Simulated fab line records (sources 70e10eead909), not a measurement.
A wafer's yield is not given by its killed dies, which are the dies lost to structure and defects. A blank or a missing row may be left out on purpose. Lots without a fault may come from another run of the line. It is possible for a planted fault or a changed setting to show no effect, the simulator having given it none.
Which tool was responsible? || flow nandHarc || 11 lots, 33 wafers sampled, at 5 steps of a route of 1159

WHAT THE GAUGES READ, wafer by wafer
NHARC_A_CHANNEL_HOLE_D1_INSPECT_40.
{"lot": "L452", "measured": "day 9 07:36", "on": "defectInspect-01", "rawDefectCount": "65 62 60"}
{"lot": "L451", "measured": "day 9 11:43", "on": "defectInspect-01", "rawDefectCount": "68 72 64"}
{"lot": "L454", "measured": "day 9 15:54", "on": "defectInspect-01", "rawDefectCount": "84 82 78"}
{"lot": "L457", "measured": "day 9 23:11", "on": "defectInspect-02", "rawDefectCount": "69 83 59"}
{"lot": "L456", "measured": "day 10 00:13", "on": "defectInspect-02", "rawDefectCount": "69 63 63"}
{"lot": "L460", "measured": "day 11 06:50", "on": "defectInspect-01", "rawDefectCount": "65 65 54"}
{"lot": "L459", "measured": "day 11 11:01", "on": "defectInspect-02", "rawDefectCount": "51 42 72"}
{"lot": "L462", "measured": "day 11 15:53", "on": "defectInspect-02", "rawDefectCount": "57 57 54"}
{"lot": "L465", "measured": "day 12 09:44", "on": "defectInspect-02", "rawDefectCount": "1430 1339 1345"}
{"lot": "L466", "measured": "day 12 19:32", "on": "defectInspect-02", "rawDefectCount": "1378 1335 1361"}
{"lot": "L473", "measured": "day 14 10:34", "on": "defectInspect-01", "rawDefectCount": "59 85 68"}

EACH LOT AND THE TOOL THAT RAN IT (in order: tool; ch and the chambers of the sampled wafers; start)
{"lot": "L452", "NHARC_A_CHANNEL_HOLE_D1_ETCH_20": "harEtch-01 ch 0,1, day 9 01:58", "NHARC_A_CHANNEL_HOLE_D1_ETCH_23": "harEtch-01 ch 0,1, day 9 03:17", "NHARC_A_CHANNEL_HOLE_D1_ETCH_25": "harEtch-01 ch 0,1, day 9 04:45", "NHARC_A_CHANNEL_HOLE_D1_XSEM_31": "xsem-01 ch 0, day 9 07:31"}
{"lot": "L451", "NHARC_A_CHANNEL_HOLE_D1_ETCH_20": "harEtch-01 ch 0,1, day 9 06:14", "NHARC_A_CHANNEL_HOLE_D1_ETCH_23": "harEtch-01 ch 0,1, day 9 07:41", "NHARC_A_CHANNEL_HOLE_D1_ETCH_25": "harEtch-01 ch 0,1, day 9 09:12", "NHARC_A_CHANNEL_HOLE_D1_XSEM_31": "xsem-01 ch 0, day 9 11:37"}
{"lot": "L454", "NHARC_A_CHANNEL_HOLE_D1_ETCH_20": "harEtch-01 ch 0,1, day 9 10:17", "NHARC_A_CHANNEL_HOLE_D1_ETCH_23": "harEtch-01 ch 0,1, day 9 11:37", "NHARC_A_CHANNEL_HOLE_D1_ETCH_25": "harEtch-01 ch 0,1, day 9 13:05", "NHARC_A_CHANNEL_HOLE_D1_XSEM_31": "xsem-01 ch 0, day 9 15:48"}
{"lot": "L457", "NHARC_A_CHANNEL_HOLE_D1_ETCH_20": "harEtch-01 ch 0,1, day 9 17:36", "NHARC_A_CHANNEL_HOLE_D1_ETCH_23": "harEtch-01 ch 0,1, day 9 18:55", "NHARC_A_CHANNEL_HOLE_D1_ETCH_25": "harEtch-01 ch 0,1, day 9 20:23", "NHARC_A_CHANNEL_HOLE_D1_XSEM_31": "xsem-01 ch 0, day 9 23:05"}
{"lot": "L456", "NHARC_A_CHANNEL_HOLE_D1_ETCH_20": "harEtch-02 ch 0,1, day 9 18:27", "NHARC_A_CHANNEL_HOLE_D1_ETCH_23": "harEtch-02 ch 0,1, day 9 19:47", "NHARC_A_CHANNEL_HOLE_D1_ETCH_25": "harEtch-02 ch 0,1, day 9 21:14", "NHARC_A_CHANNEL_HOLE_D1_XSEM_31": "xsem-02 ch 0, day 10 00:07"}
{"lot": "L460", "NHARC_A_CHANNEL_HOLE_D1_ETCH_20": "harEtch-01 ch 0,1, day 11 01:15", "NHARC_A_CHANNEL_HOLE_D1_ETCH_23": "harEtch-01 ch 0,1, day 11 02:35", "NHARC_A_CHANNEL_HOLE_D1_ETCH_25": "harEtch-01 ch 0,1, day 11 04:02", "NHARC_A_CHANNEL_HOLE_D1_XSEM_31": "xsem-02 ch 0, day 11 06:44"}
{"lot": "L459", "NHARC_A_CHANNEL_HOLE_D1_ETCH_20": "harEtch-02 ch 0,1, day 11 04:52", "NHARC_A_CHANNEL_HOLE_D1_ETCH_23": "harEtch-02 ch 0,1, day 11 06:15", "NHARC_A_CHANNEL_HOLE_D1_ETCH_25": "harEtch-02 ch 0,1, day 11 07:44", "NHARC_A_CHANNEL_HOLE_D1_XSEM_31": "xsem-01 ch 0, day 11 10:56"}
{"lot": "L462", "NHARC_A_CHANNEL_HOLE_D1_ETCH_20": "harEtch-01 ch 0,1, day 11 10:21", "NHARC_A_CHANNEL_HOLE_D1_ETCH_23": "harEtch-01 ch 0,1, day 11 11:44", "NHARC_A_CHANNEL_HOLE_D1_ETCH_25": "harEtch-01 ch 0,1, day 11 13:14", "NHARC_A_CHANNEL_HOLE_D1_XSEM_31": "xsem-02 ch 0, day 11 15:47"}
{"lot": "L465", "NHARC_A_CHANNEL_HOLE_D1_ETCH_20": "harEtch-01 ch 0,1, day 12 04:08", "NHARC_A_CHANNEL_HOLE_D1_ETCH_23": "harEtch-01 ch 0,1, day 12 05:31", "NHARC_A_CHANNEL_HOLE_D1_ETCH_25": "harEtch-01 ch 0,1, day 12 07:01", "NHARC_A_CHANNEL_HOLE_D1_XSEM_31": "xsem-02 ch 0, day 12 09:38"}
{"lot": "L466", "NHARC_A_CHANNEL_HOLE_D1_ETCH_20": "harEtch-01 ch 0,1, day 12 14:04", "NHARC_A_CHANNEL_HOLE_D1_ETCH_23": "harEtch-01 ch 0,1, day 12 15:36", "NHARC_A_CHANNEL_HOLE_D1_ETCH_25": "harEtch-01 ch 0,1, day 12 17:08", "NHARC_A_CHANNEL_HOLE_D1_XSEM_31": "xsem-01 ch 0, day 12 19:26"}
{"lot": "L473", "NHARC_A_CHANNEL_HOLE_D1_ETCH_20": "harEtch-02 ch 0,1, day 14 04:59", "NHARC_A_CHANNEL_HOLE_D1_ETCH_23": "harEtch-02 ch 0,1, day 14 06:18", "NHARC_A_CHANNEL_HOLE_D1_ETCH_25": "harEtch-02 ch 0,1, day 14 07:45", "NHARC_A_CHANNEL_HOLE_D1_XSEM_31": "xsem-01 ch 0, day 14 10:28"}
- NHARC_A_CHANNEL_HOLE_D1_ETCH_20: etches the open film in C4F8/O2/Ar, time 361.9 s, target depth 1600 nm.
- NHARC_A_CHANNEL_HOLE_D1_ETCH_23: etches the open film in C4F8/O2/Ar, time 819 s, target depth 1600 nm.
- NHARC_A_CHANNEL_HOLE_D1_ETCH_25: etches the open film in C4F8/O2/Ar, time 1040.2 s, target depth 1500 nm.
- NHARC_A_CHANNEL_HOLE_D1_XSEM_31

THE ANSWER, worked out from the rows above alone
Rule: what is usual is taken from the lots themselves. Put in order of their means at a reading, lots are off if they are a third of the lots or fewer, leave a main group of 4 or more, and stand apart from it by a gap of 3 or more times the standard deviation of the main group's means; of several such gaps the widest counts. A main group whose means are all the same, to the digits that the tables above print for the reading, isn't used. A lot without any number at a reading at which 4 lots or more have one is off too. Any other lot the step has rows for is counted as sound.
Off, at NHARC_A_CHANNEL_HOLE_D1_INSPECT_40 on rawDefectCount: L465, L466. The main group: mean 66, standard deviation 7.7.
If a tool, at a process step before that reading, ran all the lots that are off and no sound lot after the first of them, it fits. Gauges at NHARC_A_CHANNEL_HOLE_D1_INSPECT_40: tried the same way as those tools. This does not decide it: 2 tools fit, namely harEtch-01 at NHARC_A_CHANNEL_HOLE_D1_ETCH_20 and NHARC_A_CHANNEL_HOLE_D1_ETCH_23 and NHARC_A_CHANNEL_HOLE_D1_ETCH_25 and defectInspect-02 at NHARC_A_CHANNEL_HOLE_D1_INSPECT_40.

WHAT THE SIMULATOR HAD INSERTED
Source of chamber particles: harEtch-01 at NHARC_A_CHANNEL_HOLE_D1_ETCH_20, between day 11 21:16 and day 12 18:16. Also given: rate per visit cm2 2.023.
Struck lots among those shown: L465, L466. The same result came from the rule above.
